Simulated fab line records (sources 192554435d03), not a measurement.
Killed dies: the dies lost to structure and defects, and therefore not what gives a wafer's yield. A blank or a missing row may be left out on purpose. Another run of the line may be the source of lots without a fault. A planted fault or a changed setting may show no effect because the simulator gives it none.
A sampling plan put to the test	flow n5-finfet	one fab line, 48 faults that these records tell of, each judged on the records of the lots that it struck; 1 more is left out, because the records don't allow judging it
The plan consists of the line's own looks: route steps at which the wafer is read by a gauge or an inspection but not changed. Where struck wafers have a number at a look and the file lists that look's usual mean and standard deviation on fault-free wafers, the look can be judged. Caught: 4 or more of those standard deviations (sigma) separate the usual mean from the mean of the struck wafers at a look after the fault's first step. On the tool: the fault's steps, tested the same way using the tool's own readings. It also counts as caught if the struck wafers ran another recipe or if their record alone is blank.

## THE FAULTS, as the simulator had put them in
1. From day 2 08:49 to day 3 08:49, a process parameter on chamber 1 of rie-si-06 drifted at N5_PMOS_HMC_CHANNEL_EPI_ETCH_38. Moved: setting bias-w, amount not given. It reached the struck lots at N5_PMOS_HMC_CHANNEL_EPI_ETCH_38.
2. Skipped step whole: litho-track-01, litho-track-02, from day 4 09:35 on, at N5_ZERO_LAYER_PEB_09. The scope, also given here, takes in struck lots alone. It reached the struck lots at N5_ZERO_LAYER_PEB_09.
3. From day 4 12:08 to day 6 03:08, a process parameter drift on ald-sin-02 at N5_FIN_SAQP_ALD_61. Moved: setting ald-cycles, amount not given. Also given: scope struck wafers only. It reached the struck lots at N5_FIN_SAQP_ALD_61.
4. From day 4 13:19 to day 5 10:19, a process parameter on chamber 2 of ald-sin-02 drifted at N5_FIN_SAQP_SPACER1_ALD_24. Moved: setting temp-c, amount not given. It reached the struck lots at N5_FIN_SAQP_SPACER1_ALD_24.
5. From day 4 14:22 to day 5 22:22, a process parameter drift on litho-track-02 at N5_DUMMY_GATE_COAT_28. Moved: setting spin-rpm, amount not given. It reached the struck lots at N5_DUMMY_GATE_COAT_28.
6. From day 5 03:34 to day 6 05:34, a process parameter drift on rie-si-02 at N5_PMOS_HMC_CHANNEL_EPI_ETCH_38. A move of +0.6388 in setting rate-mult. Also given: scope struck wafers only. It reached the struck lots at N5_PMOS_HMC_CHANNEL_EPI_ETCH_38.
7. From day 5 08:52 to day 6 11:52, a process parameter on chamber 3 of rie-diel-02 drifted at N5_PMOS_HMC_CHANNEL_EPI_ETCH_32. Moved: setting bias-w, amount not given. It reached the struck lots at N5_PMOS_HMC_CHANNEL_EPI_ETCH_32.
8. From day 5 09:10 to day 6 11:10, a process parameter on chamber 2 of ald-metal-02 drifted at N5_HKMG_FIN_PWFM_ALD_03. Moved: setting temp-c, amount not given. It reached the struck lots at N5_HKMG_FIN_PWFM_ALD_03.
9. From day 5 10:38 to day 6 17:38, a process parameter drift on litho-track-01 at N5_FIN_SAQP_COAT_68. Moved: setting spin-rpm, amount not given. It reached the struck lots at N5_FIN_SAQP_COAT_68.
10. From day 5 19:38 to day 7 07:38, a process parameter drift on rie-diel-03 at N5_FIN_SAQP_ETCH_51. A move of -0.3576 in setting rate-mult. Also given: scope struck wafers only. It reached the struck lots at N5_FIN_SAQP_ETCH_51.
11. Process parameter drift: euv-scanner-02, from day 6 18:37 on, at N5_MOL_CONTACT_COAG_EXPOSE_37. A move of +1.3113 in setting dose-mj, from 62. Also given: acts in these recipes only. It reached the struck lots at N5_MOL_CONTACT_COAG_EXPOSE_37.
12. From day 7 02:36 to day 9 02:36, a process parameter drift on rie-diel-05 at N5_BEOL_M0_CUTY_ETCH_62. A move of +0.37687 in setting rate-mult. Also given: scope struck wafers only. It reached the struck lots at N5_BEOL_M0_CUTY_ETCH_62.
13. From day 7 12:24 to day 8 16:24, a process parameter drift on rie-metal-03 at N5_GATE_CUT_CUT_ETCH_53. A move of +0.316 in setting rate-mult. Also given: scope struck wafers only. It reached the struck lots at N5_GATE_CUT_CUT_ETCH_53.
14. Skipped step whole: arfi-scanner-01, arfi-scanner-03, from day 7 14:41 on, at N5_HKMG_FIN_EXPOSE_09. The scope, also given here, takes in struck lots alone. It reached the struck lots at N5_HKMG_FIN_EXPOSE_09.
15. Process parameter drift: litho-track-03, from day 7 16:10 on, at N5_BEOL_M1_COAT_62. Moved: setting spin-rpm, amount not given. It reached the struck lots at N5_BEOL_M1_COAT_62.
16. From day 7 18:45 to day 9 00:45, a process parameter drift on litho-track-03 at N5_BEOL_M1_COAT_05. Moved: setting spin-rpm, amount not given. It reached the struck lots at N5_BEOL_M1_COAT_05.
17. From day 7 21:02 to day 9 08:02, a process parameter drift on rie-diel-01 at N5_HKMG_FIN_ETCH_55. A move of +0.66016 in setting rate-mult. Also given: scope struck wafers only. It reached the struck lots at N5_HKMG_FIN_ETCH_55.
18. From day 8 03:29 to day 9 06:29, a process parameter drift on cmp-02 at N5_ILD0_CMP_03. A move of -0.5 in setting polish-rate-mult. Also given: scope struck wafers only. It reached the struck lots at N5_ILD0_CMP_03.
19. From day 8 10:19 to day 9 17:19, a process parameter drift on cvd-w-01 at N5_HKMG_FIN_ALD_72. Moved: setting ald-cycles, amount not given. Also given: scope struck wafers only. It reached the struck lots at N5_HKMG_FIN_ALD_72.
20. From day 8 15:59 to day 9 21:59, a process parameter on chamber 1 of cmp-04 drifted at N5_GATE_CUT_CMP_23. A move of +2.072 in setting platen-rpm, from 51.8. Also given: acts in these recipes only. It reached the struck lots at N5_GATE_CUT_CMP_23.
21. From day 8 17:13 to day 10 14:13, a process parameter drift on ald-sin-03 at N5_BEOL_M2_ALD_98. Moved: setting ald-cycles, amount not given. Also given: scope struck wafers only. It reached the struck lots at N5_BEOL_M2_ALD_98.
22. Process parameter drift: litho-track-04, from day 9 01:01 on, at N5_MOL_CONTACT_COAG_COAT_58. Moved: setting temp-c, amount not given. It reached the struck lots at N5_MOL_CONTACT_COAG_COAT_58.
23. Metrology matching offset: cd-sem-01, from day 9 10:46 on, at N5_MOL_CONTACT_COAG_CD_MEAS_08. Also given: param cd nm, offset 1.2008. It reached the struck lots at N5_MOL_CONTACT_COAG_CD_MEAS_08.
24. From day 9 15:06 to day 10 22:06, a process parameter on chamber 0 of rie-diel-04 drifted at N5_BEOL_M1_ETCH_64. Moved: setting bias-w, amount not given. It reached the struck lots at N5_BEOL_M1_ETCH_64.
25. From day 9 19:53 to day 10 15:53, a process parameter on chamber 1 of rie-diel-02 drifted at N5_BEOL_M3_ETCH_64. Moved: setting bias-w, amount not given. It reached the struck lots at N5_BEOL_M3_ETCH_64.
26. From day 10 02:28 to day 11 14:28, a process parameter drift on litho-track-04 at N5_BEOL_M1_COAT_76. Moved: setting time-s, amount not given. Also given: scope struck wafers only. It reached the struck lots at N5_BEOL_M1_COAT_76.
27. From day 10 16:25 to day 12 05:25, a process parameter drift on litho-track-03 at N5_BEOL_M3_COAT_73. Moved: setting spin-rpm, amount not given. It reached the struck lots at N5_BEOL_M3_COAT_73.
28. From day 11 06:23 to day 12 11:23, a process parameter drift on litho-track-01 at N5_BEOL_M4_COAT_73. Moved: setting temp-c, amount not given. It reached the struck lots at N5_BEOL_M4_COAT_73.
29. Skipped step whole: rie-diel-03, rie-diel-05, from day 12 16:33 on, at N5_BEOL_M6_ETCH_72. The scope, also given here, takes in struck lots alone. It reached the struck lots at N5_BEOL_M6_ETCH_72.
30. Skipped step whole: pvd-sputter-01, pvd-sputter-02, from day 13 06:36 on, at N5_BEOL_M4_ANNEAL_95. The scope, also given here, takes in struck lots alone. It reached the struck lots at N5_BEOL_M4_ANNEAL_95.
31. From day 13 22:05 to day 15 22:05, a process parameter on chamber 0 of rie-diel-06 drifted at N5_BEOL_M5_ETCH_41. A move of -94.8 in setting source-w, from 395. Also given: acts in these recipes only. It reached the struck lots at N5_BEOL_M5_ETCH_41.
32. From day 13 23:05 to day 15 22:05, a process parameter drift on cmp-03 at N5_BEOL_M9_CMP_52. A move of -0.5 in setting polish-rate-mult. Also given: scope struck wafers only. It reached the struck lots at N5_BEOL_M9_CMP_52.
33. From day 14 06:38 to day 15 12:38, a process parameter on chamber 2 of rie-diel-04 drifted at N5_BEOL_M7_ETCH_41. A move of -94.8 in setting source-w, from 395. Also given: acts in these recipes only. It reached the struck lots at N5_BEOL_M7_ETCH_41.
34. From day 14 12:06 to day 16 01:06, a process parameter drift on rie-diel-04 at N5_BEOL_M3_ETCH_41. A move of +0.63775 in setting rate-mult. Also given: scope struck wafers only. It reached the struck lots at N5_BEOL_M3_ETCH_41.
35. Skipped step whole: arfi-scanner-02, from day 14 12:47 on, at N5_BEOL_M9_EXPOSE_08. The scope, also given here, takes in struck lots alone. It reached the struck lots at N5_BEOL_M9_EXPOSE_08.
36. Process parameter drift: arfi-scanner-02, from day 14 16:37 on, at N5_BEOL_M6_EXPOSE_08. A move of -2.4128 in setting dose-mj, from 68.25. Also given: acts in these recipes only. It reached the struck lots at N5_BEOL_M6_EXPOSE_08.
37. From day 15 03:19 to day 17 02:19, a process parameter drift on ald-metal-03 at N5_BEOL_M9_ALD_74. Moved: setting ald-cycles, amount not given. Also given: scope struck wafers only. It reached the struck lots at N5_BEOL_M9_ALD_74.
38. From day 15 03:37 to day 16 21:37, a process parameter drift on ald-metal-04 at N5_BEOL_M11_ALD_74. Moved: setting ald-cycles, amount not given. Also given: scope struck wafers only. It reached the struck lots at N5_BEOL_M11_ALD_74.
39. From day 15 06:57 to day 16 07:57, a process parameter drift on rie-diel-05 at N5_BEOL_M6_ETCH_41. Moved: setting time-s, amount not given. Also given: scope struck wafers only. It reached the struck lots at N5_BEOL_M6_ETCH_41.
40. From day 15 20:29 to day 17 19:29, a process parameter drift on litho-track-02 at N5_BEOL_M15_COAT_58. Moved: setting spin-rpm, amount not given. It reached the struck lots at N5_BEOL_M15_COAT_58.
41. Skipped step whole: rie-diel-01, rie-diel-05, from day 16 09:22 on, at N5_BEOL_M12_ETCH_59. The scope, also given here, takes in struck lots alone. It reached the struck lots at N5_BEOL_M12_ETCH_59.
42. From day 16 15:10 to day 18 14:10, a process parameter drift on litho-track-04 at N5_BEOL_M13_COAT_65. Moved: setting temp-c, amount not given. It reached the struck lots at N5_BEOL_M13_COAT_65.
43. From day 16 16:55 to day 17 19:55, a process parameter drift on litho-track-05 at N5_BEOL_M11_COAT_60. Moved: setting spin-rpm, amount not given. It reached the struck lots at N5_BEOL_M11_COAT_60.
44. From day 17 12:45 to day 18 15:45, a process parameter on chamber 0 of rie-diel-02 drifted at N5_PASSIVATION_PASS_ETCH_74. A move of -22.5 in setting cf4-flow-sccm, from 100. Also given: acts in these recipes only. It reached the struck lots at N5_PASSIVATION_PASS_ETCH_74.
45. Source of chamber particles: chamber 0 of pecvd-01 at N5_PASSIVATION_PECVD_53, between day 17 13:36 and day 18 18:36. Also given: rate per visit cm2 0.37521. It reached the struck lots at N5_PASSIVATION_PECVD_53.
46. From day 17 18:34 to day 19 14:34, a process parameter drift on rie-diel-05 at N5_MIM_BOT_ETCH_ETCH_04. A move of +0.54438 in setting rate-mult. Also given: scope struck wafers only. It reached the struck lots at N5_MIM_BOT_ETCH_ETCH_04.
47. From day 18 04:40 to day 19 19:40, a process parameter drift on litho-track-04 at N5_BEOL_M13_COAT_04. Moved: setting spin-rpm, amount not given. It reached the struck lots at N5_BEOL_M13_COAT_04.
48. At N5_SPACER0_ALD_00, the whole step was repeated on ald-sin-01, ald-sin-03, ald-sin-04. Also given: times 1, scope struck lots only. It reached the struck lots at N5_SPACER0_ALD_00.

## WHAT THE PLAN SAW
fault	on the tool itself	first look that catches it	reading, sigma	median hours from its first step to that look	hours from the fault's start to the first struck lot there	judged looks passed uncaught
1	bias-w -19 sigma	not the one look that can be judged after it	strongest: ION_N at N5_BEOL_M4_RC_MEAS_101, +2.2	-	-	1
2	no reading that can be judged	no look after it can be judged	-	-	-	0
3	under 2 sigma	not the one look that can be judged after it	-	-	-	1
4	susceptor-temp-C -53 sigma	not the one look that can be judged after it	-	-	-	1
5	spin-speed-rpm -99 or beyond sigma	not the one look that can be judged after it	-	-	-	1
6	oes-product-au +16 sigma	none of the 3 looks that can be judged after it	-	-	-	3
7	bias-w -14 sigma	not the one look that can be judged after it	-	-	-	1
8	susceptor-temp-C +99 or beyond sigma	none of the 2 looks that can be judged after it	-	-	-	2
9	spin-speed-rpm +61 sigma	none of the 2 looks that can be judged after it	-	-	-	2
10	etch-rf-on-time-s +23 sigma	not the one look that can be judged after it	-	-	-	1
11	exposure-dose-mJ-cm2 +16 sigma	not the one look that can be judged after it	-	-	-	1
12	etch-rf-on-time-s -11 sigma	not the one look that can be judged after it	-	-	-	1
13	etch-rf-on-time-s -14 sigma	not the one look that can be judged after it	-	-	-	1
14	no reading that can be judged	no look after it can be judged	-	-	-	0
15	spin-speed-rpm +99 or beyond sigma	no look after it can be judged	-	-	-	0
16	spin-speed-rpm +85 sigma	not the one look that can be judged after it	-	-	-	1
17	only faintly: oes-product-au +3.6 sigma	not the one look that can be judged after it	-	-	-	1
18	time-to-endpoint-s +16 sigma	not the one look that can be judged after it	-	-	-	1
19	under 2 sigma	not the one look that can be judged after it	-	-	-	1
20	platen-rpm +57 sigma	none of the 2 looks that can be judged after it	-	-	-	2
21	under 2 sigma	not the one look that can be judged after it	-	-	-	1
22	plate-temp-C -26 sigma	not the one look that can be judged after it	-	-	-	1
23	cd-nm +4.0 sigma	none of the 2 looks that can be judged after it	-	-	-	2
24	bias-w +32 sigma	not the one look that can be judged after it	-	-	-	1
25	bias-w +70 sigma	none of the 2 looks that can be judged after it	-	-	-	2
26	run-length-s +99 or beyond sigma	not the one look that can be judged after it	-	-	-	1
27	spin-speed-rpm -63 sigma	none of the 2 looks that can be judged after it	-	-	-	2
28	plate-temp-C -36 sigma	not the one look that can be judged after it	-	-	-	1
29	the tool's record is blank for the struck wafers	no look after it can be judged	-	-	-	0
30	the tool's record is blank for the struck wafers	not the one look that can be judged after it	-	-	-	1
31	rf-fwd-power-W -71 sigma	no look after it can be judged	-	-	-	0
32	overpolish-run-s -99 or beyond sigma	N5_BEOL_M9_THK_MEAS_53	M9_THK +26	0.3	1	0
33	rf-fwd-power-W -77 sigma	no look after it can be judged	-	-	-	0
34	oes-product-au +5.9 sigma	not the one look that can be judged after it	strongest: IOFF_N at N5_BEOL_M4_RC_MEAS_101, +2.1	-	-	1
35	no reading that can be judged	no look after it can be judged	-	-	-	0
36	exposure-dose-mJ-cm2 -27 sigma	no look after it can be judged	-	-	-	0
37	under 2 sigma	not the one look that can be judged after it	-	-	-	1
38	under 2 sigma	no look after it can be judged	-	-	-	0
39	run-length-s +43 sigma	no look after it can be judged	-	-	-	0
40	spin-speed-rpm +99 or beyond sigma	no look after it can be judged	-	-	-	0
41	the tool's record is blank for the struck wafers	no look after it can be judged	-	-	-	0
42	plate-temp-C -99 or beyond sigma	no look after it can be judged	-	-	-	0
43	spin-speed-rpm +69 sigma	no look after it can be judged	-	-	-	0
44	cf4-flow-sccm -70 sigma	no look after it can be judged	-	-	-	0
45	no reading that can be judged	N5_PASSIVATION_INSPECT_67	raw-defect-count +99 or beyond	0.7	14	2
46	only faintly: oes-product-au +3.6 sigma	no look after it can be judged	-	-	-	0
47	spin-speed-rpm -51 sigma	not the one look that can be judged after it	-	-	-	1
48	under 2 sigma	no look after it can be judged	-	-	-	0
A dash: this means the fault isn't caught or the number doesn't appear in these records.

Caught at a look: 2 of 48. Caught on the tool: 36 of 48. By one or the other: 37 of 48.
On the tool alone, faults 1, 4, 5, 6, 7, 8, 9, 10, 11, 12, 13, 15, 16, 18, 20, 22, 23, 24, 25, 26, 27, 28, 29, 30, 31, 33, 34, 36, 39, 40, 41, 42, 43, 44, 47 were caught.
Caught at a look alone: fault 45.
Caught by neither: faults 2, 3, 14, 17, 19, 21, 35, 37, 38, 46, 48.

## THINNER SAMPLING
Were the look that catches a fault to measure just every second or every third lot (counted by lot number), the first struck lot would, at worst, be measured this late:
fault	struck lots at that look, in order of time	every lot	every second lot	every third lot
32	L223	1 h	may miss it	may miss it
45	L354	14 h	may miss it	may miss it
Hours are from the fault's start to the first struck lot that is measured. The limit of 4 sigma was tested on all struck wafers together, so one lot alone may lie under it. Other struck lots may not be in these records.

## THE LONGEST TIMED WAY FROM STEP TO LOOK
Fault 45: the median time between N5_PASSIVATION_PECVD_53 and N5_PASSIVATION_INSPECT_67 is 0.7 hours. The looks between them that can be judged stayed within 4 sigma: N5_PASSIVATION_CD_MEAS_44, N5_PASSIVATION_OVL_MEAS_66.
